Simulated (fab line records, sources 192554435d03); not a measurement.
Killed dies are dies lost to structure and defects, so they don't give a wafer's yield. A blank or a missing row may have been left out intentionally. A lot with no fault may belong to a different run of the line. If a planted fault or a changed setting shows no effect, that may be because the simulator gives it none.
fab line records	flow n5_finfet
record lots=7	wafers=39
route steps=1938 shown BEOL_M10@1509 BEOL_M11@1575 MIM_BOT_ETCH@1866
start_h: start of the lot's first displayed wafer, in hours after the record's first day	wait_h: how many hours have passed since the lot's step before this one	" the same as in the row above	L1.1+2: a row that stands for several wafers	- value missing, or start not given	* or withheld: withheld	< > ~ a bound
route shown NAME@n: a module of which the file shows steps, and the number in the route of the first	usual: the fault-free wafers' mean and standard deviation	same: alike in all rows	chamber/n: place in a boat	sites: per-site readings	_std_site: standard deviation across them	_edge_site: mean of outer sites minus mean of inner sites	radius_mm: how far each site lies from the wafer's centre	mask NAME#n: copy n	behind: the last tool/chamber to shape the wafer	hold: what put the lot on hold/how long, in hours/how the hold closed	device: the transistor (n, p or np) that didn't switch	end of line: the tests these same wafers got at the end of their route	step lacking rows: just its recipe	killed: the dies lost at the first sort to structure and to defects; this is not the yield of the wafer	map: shows each die of a wafer: x if killed, . if not, _ if none is there
set.NAME: the setting the step ran with; set.NAME@STEP: the setting that earlier step ran with	model.NAME: the simulator's own value behind a step, which no gauge read
lots run with intentionally changed settings; tables by step, rows by wafer
## steps
# step N5_BEOL_M10_VIA_ETCH_34
# recipe chemistry=C4F6/O2	target=SiCOH_lowk	target_depth_a=1845	mask_material=SOC	taper_deg=4	time_s=69.2	ion_energy_ev=250	pressure_mtorr=30	source_w=345	bias_w=185	Ar_flow_sccm=300	C4F6_flow_sccm=10	O2_flow_sccm=10
lot.wafer	tool	chamber	start_h	wait_h	set.time_s	model.etch.depth_nm	model.SOC_of_BEOL_M10_COAT_63.thk_nm
L076.1	rie_diel-04	1	224.12	0.0	69.2	185.7	92
L076.2	"	3	"	"	81.5	216	91
L076.3	"	0	"	"	81.5	214.1	90.6
L076.4	"	2	"	"	69.2	184	92.2
L076.5	"	0	"	"	69.2	182.6	92.6
L076.6	"	3	"	"	81.5	217.5	91.2
L077.1	rie_diel-06	2	230.89	0.0	83.76	224.4	90.6
L077.2	"	0	"	"	83.76	219.9	90.8
L077.3	"	1	"	"	83.76	222.8	90.6
L077.4	"	0	"	"	69.2	180.3	92.2
L077.5	"	1	"	"	69.2	184.5	92.4
L077.6	"	2	"	"	69.2	183.9	92.6
L079.2	rie_diel-03	0	253.57	0.0	69.2	182	92.2
L079.3	"	2	"	"	69.2	182.5	92.4
L079.5	"	3	"	"	69.2	183	92.4
L080.1	rie_diel-04	2	257.18	0.0	48.51	128.6	95.2
L080.2	"	0	"	"	69.2	184.9	92.8
L080.3	"	1	"	"	48.51	130.3	94.8
L080.4	"	3	"	"	69.2	185.3	92.6
L080.5	"	0	"	"	69.2	184.1	92.6
L080.6	"	3	"	"	48.51	130.2	94.8
L082.1	rie_diel-04	3	263.41	0.0	69.2	185	91.8
L082.2	"	2	"	"	42.42	112.3	95
L082.3	"	0	"	"	42.42	113.8	95
L082.4	"	1	"	"	42.42	114	95
L082.5	"	2	"	"	69.2	181.7	92.4
L082.6	"	3	"	"	69.2	184.3	91.8
L083.1	rie_diel-03	2	275.43	0.0	57.65	152	93.2
L083.2	"	0	"	"	57.65	152.3	93.2
L083.3	"	3	"	"	57.65	152.9	93.2
L083.4	"	1	"	"	69.2	184.9	92
L083.5	"	3	"	"	69.2	182.9	91.8
L083.6	"	2	"	"	69.2	181.9	92
L097.1	rie_diel-03	3	370.27	0.0	69.2	186.4	91.8
L097.2	"	1	"	"	69.2	185	91.6
L097.3	"	0	"	"	41.63	109.9	95
L097.4	"	2	"	"	69.2	183.1	91.8
L097.5	"	2	"	"	41.63	109.1	95
L097.6	"	3	"	"	41.63	111.5	95
# step N5_BEOL_M11_VIA_ETCH_34
# recipe chemistry=C4F6/O2	target=SiCOH_lowk	target_depth_a=1845	mask_material=SOC	taper_deg=4	time_s=69.2	ion_energy_ev=250	pressure_mtorr=30	source_w=345	bias_w=185	Ar_flow_sccm=300	C4F6_flow_sccm=10	O2_flow_sccm=10
lot.wafer	tool	chamber	start_h	wait_h	set.time_s	model.etch.depth_nm	model.SOC_of_BEOL_M11_COAT_63.thk_nm
L076.1	rie_diel-01	2	231.01	0.0	30.47	79.94	96.6
L076.2	"	1	"	"	30.47	79.08	96.8
L076.3	"	3	"	"	69.2	182.2	92.2
L076.4	"	0	"	"	69.2	183.3	92
L076.5	"	1	"	"	30.47	79.18	96.8
L076.6	"	0	"	"	69.2	185.1	92
L077.1	rie_diel-02	0	240.50	0.0	69.2	185.9	92.4
L077.2	"	3	"	"	69.2	184.4	92
L077.3	"	2	"	"	69.2	191.7	91.8
L077.4	"	1	"	"	69.2	188	91.6
L077.5	"	3	"	"	69.2	184.2	92
L077.6	"	2	"	"	69.2	191	91.6
L079.2	rie_diel-05	2	261.11	0.0	69.2	185.6	91.4
L079.3	"	0	"	"	69.2	187.2	91.2
L079.5	"	1	"	"	69.2	183.5	91.4
L080.1	rie_diel-02	0	269.49	0.0	30.71	83.84	96.6
L080.2	"	3	"	"	30.71	82.17	96.8
L080.3	"	2	"	"	69.2	192.4	91.8
L080.4	"	1	"	"	69.2	187.6	91.8
L080.5	"	3	"	"	30.71	81.01	96.8
L080.6	"	0	"	"	69.2	188.7	92.2
L082.1	rie_diel-02	0	271.86	0.0	69.2	186.3	92.2
L082.2	"	2	"	"	69.2	192	91.6
L082.3	"	3	"	"	87.96	235.2	90
L082.4	"	1	"	"	69.2	188.4	92
L082.5	"	2	"	"	87.96	243.3	89.4
L082.6	"	1	"	"	87.96	237.7	89.8
L083.1	rie_diel-05	0	282.49	0.0	69.2	190	92.2
L083.2	"	1	"	"	69.2	185.9	92.6
L083.3	"	2	"	"	69.2	186.2	92.2
L083.4	"	1	"	"	69.2	186.8	92.4
L083.5	"	0	"	"	69.2	189.9	92.4
L083.6	"	2	"	"	69.2	187.3	92.2
L097.1	rie_diel-05	0	379.70	0.0	69.2	186.1	92
L097.2	"	3	"	"	69.2	186.9	91.8
L097.3	"	2	"	"	100.5	268.2	88.2
L097.4	"	1	"	"	100.5	265.5	88.4
L097.5	"	3	"	"	100.5	270.3	88.4
L097.6	"	2	"	"	69.2	183.4	92.4
# step N5_MIM_BOT_ETCH_ETCH_04
# recipe chemistry=CF4/O2	target=SiNx	target_depth_a=260	time_s=13	ion_energy_ev=100	pressure_mtorr=40	source_w=535	bias_w=49	Ar_flow_sccm=100	cf4_flow_sccm=100	O2_flow_sccm=10
lot.wafer	tool	chamber	start_h	wait_h	set.time_s	model.etch.depth_nm	model.MIM_BOT_ETCH.cd_offset_nm
L076.1	rie_diel-04	2	267.29	0.0	13	26.08	0
L076.2	"	1	"	"	13	26.23	0
L076.3	"	0	"	"	18.16	36.6	-0.6
L076.4	"	3	"	"	18.16	36.94	-0.6
L076.5	"	0	"	"	18.16	36.45	-0.6
L076.6	"	1	"	"	13	26.27	0
L077.1	rie_diel-06	3	271.47	0.0	13	26.14	0.2
L077.2	"	2	"	"	9.631	19.31	0.4
L077.3	"	1	"	"	9.631	19.83	0.4
L077.4	"	0	"	"	13	25.87	0.2
L077.5	"	3	"	"	13	26.14	0
L077.6	"	2	"	"	9.631	19.48	0.4
L079.2	rie_diel-06	2	289.75	0.0	13	25.89	0
L079.3	"	1	"	"	13	26.35	0
L079.5	"	1	"	"	13	26.51	0
L080.1	rie_diel-03	2	301.34	0.0	13	25.43	0
L080.2	"	0	"	"	13	25.68	0
L080.3	"	3	"	"	13	25.94	0
L080.4	"	1	"	"	13	25.87	0
L080.5	"	3	"	"	13	26.13	0
L080.6	"	2	"	"	13	25.49	0
L082.1+5	rie_diel-06	1	303.22	0.0	13	26.18	0
L082.2	"	2	"	"	13	25.8	0
L082.3+6	"	3,2	"	"	13	25.59	0
L082.4	"	3	"	"	13	25.44	0
L083.1	rie_diel-03	1	317.60	0.0	10.82	21.54	0
L083.2	"	3	"	"	13	25.95	0
L083.3	"	2	"	"	13	25.64	0
L083.4	"	0	"	"	10.82	21.27	0
L083.5	"	3	"	"	10.82	21.59	0.2
L083.6	"	2	"	"	13	25.48	0
L097.1	rie_diel-06	3	421.66	0.0	19.1	39.42	-0.6
L097.2	"	1	"	"	19.1	38.7	-0.6
L097.3	"	2	"	"	19.1	37.97	-0.4
L097.4	"	0	"	"	13	26.21	0
L097.5	"	3	"	"	13	26.94	-0.2
L097.6	"	0	"	"	13	26.28	0
## key
split step=N5_BEOL_M10_VIA_ETCH_34	setting=time_s	stated=69.2	by=wafer
response step=N5_BEOL_M10_VIA_ETCH_34	reading=model.etch.depth_nm	change=+1.84	per=1%	r=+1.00
response step=N5_BEOL_M10_VIA_ETCH_34	reading=model.SOC_of_BEOL_M10_COAT_63.thk_nm	change=-0.0788	per=1%	r=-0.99
split step=N5_BEOL_M11_VIA_ETCH_34	setting=time_s	stated=69.2	by=wafer
response step=N5_BEOL_M11_VIA_ETCH_34	reading=model.etch.depth_nm	change=+1.87	per=1%	r=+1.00
response step=N5_BEOL_M11_VIA_ETCH_34	reading=model.SOC_of_BEOL_M11_COAT_63.thk_nm	change=-0.084	per=1%	r=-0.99
split step=N5_MIM_BOT_ETCH_ETCH_04	setting=time_s	stated=13	by=wafer
response step=N5_MIM_BOT_ETCH_ETCH_04	reading=model.etch.depth_nm	change=+0.26	per=1%	r=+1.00
response step=N5_MIM_BOT_ETCH_ETCH_04	reading=model.MIM_BOT_ETCH.cd_offset_nm	change=-0.0114	per=1%	r=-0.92
